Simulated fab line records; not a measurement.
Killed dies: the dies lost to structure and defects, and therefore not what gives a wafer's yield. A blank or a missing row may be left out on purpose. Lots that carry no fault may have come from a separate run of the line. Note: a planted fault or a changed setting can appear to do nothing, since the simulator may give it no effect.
Matching of chambers / flow nand-harc / NHARC_P_BONDPAD_CMP_32 on cmp-01 has 4 sister chambers
The step polishes SiCN, target thk 200 nm. 8 wafers are shown with their chamber, then 11 later ones without.

## WAFERS WITH THEIR CHAMBER
wafer=L085.2; chamber=0; motor-current-A (A)=11.0
wafer=L085.3; chamber=2; motor-current-A (A)=13.3
wafer=L086.1; chamber=1; motor-current-A (A)=13.2
wafer=L086.2; chamber=0; motor-current-A (A)=10.4
wafer=L091.1; chamber=2; motor-current-A (A)=14.2
wafer=L091.3; chamber=1; motor-current-A (A)=13.4
wafer=L091.4; chamber=3; motor-current-A (A)=12.8
wafer=L093.1; chamber=3; motor-current-A (A)=11.9

## WAFERS WITHOUT THEIR CHAMBER
wafer=L093.3; motor-current-A (A)=13.3
wafer=L093.6; motor-current-A (A)=13.1
wafer=L094.2; motor-current-A (A)=11.5
wafer=L094.3; motor-current-A (A)=11.0
wafer=L094.4; motor-current-A (A)=13.2
wafer=L095.3; motor-current-A (A)=14.0
wafer=L095.5; motor-current-A (A)=10.3
wafer=L095.6; motor-current-A (A)=13.0
wafer=L096.1; motor-current-A (A)=13.4
wafer=L096.5; motor-current-A (A)=10.9
wafer=L096.6; motor-current-A (A)=12.5

## THE CHAMBER EACH PASSED THROUGH
wafer=L093.3; from the rows above=can't be placed: 1 or 2 or 3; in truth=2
wafer=L093.6; from the rows above=can't be placed: 1 or 2 or 3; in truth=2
wafer=L094.2; from the rows above=can't be placed: 0 or 3 or 1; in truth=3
wafer=L094.3; from the rows above=0; in truth=0
wafer=L094.4; from the rows above=can't be placed: 1 or 2 or 3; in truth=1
wafer=L095.3; from the rows above=can't be placed: 2 or 1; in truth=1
wafer=L095.5; from the rows above=0; in truth=0
wafer=L095.6; from the rows above=can't be placed: 1 or 3 or 2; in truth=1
wafer=L096.1; from the rows above=can't be placed: 1 or 2 or 3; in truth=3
wafer=L096.5; from the rows above=0; in truth=0
wafer=L096.6; from the rows above=can't be placed: 3 or 1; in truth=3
Placed correctly: 3 of 11. These rows do not allow placing 8 (true chamber among the candidates in 8). 0 placed wrongly.
How it was worked out, from the rows above alone: a wafer's distance from a chamber is the root of the sum, over the readings, of the square of ((its reading less the chamber's mean) divided by the reading's scatter). The wafer belongs to the nearest chamber; if the next one is less than 2 further off, it can't be placed. The mean given for a chamber averages the wafers shown for that chamber. The scatter: the root of (the sum of the squares of (reading less its chamber's mean) over the shown wafers, divided by (wafers less chambers)).
